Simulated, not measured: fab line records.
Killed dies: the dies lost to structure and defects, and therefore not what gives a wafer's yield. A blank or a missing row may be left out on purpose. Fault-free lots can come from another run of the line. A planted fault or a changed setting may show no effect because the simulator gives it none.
A struck lot beside a sound one -- flow nand harc -- 14 out of 1159 route steps
Sound: wafers L254.1, L254.2, L254.5. Struck: wafer L263.6; the same lot's L263.1 was not struck, so it is left out; see the end for the cause.
Per side, at each step with rows, come the tool, then ch with its chambers, and then its first start. Under that, the readings that differ: sound wafers -- struck wafers -- difference of the means -- sigmas: that difference in standard deviations of wafers without a fault.
alike: readings with means less than 2 such deviations apart, plus words and numbers identical on both sides. not compared: withheld readings, readings lacking a value on some wafer, bounds such as >300 that could conceal the same value, and numbers that have no deviation in the record and whose values overlap.
Wherever a step has rows on one side only, a row that says differs or no value, or a row with sigmas, the two part there. Non-overlapping numbers with no deviation appear without sigmas and do not part them. A reading missing from all wafers of one side parts the sides only when that side holds two or more wafers.

NHARC_A_STAIRCASE_DEP_156: deposits SiNx, target thk 50 nm.
  sound on pecvd-01 ch 0,1, day 10 13:16; struck on pecvd-04 ch 2, day 13 01:25
  alike: heater power w
then, 9 steps without rows for these wafers: NHARC_A_STAIRCASE_DEHYDRATE_158 (time 120 s); NHARC_A_STAIRCASE_HMDS_159 (time 30 s); NHARC_A_STAIRCASE_COAT_160; NHARC_A_STAIRCASE_SOFTBAKE_161 (time 170 s); NHARC_A_STAIRCASE_EBR_162; NHARC_A_STAIRCASE_EXPOSE_163 (exposes mask STAIR OPEN); NHARC_A_STAIRCASE_PEB_164 (peb time 130 s); NHARC_A_STAIRCASE_DEVELOP_165 (time 140 s); NHARC_A_STAIRCASE_HARDBAKE_167 (time 140 s).
NHARC_A_STAIRCASE_DESCUM_168: chemistry O2, time 3 s.
  sound on rie diel-08 ch 1,2, day 10 14:08; struck on rie diel-09 ch 0, day 13 02:19
  alike: drypump motor current A, oes product au, rf vpp V, showerhead plenum p Torr, throttle valve pct
  not compared: rf hours counter h
NHARC_A_STAIRCASE_ETCH_169: etches the open film in CH3F/O2, target depth 50 nm, time 107.1 s.
  sound on rie diel-08 ch 0,2, day 10 14:14; struck on rie diel-09 ch 0, day 13 02:23
reading,sound,struck,difference,sigmas
drypump motor current A (A),5.6 5.8 5.6,4.9,-0.8,-2
run length s (s),128.7 128.1 128.6,111.5,-17.0,-36
  alike: oes product au, rf vpp V, showerhead plenum p Torr, throttle valve pct
  not compared: rf hours counter h
NHARC_A_STAIRCASE_ETCH_170: etches the open film in C4F6/O2, target depth 200 nm, time 66.667 s.
  sound: rie diel-08 ch 1,2,3; struck: rie diel-09 ch 1
reading,sound,struck,difference,sigmas
c4f6 flow sccm (sccm),24.90 25.05 24.88,25.16,+0.22,+3
  alike: drypump motor current A, oes product au, rf vpp V, run length s, showerhead plenum p Torr, throttle valve pct
  not compared: rf hours counter h
-- record jumps: 9 days between struck wafers' starts before vs after; left off in module A_STAIRCASE, resumes in module END, first step shown is number 1159 of the route --
NHARC_END_SORT_01:
  sound on prober-01 ch 0, day 19 14:53; struck on prober-01 ch 0, day 22 05:42
  alike: killed at array, killed at other, killed at periphery, killed dies, killed open, killed short

== WHERE THEY PART ==
At NHARC_A_STAIRCASE_ETCH_169 first; at NHARC_A_STAIRCASE_ETCH_170 last (within this record only). Later steps at which nothing parts them and some readings are alike: NHARC_END_SORT_01.

WHY: whatever the simulator had introduced
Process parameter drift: rie diel-09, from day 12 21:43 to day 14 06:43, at NHARC_A_STAIRCASE_ETCH_169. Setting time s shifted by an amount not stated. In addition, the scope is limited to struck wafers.
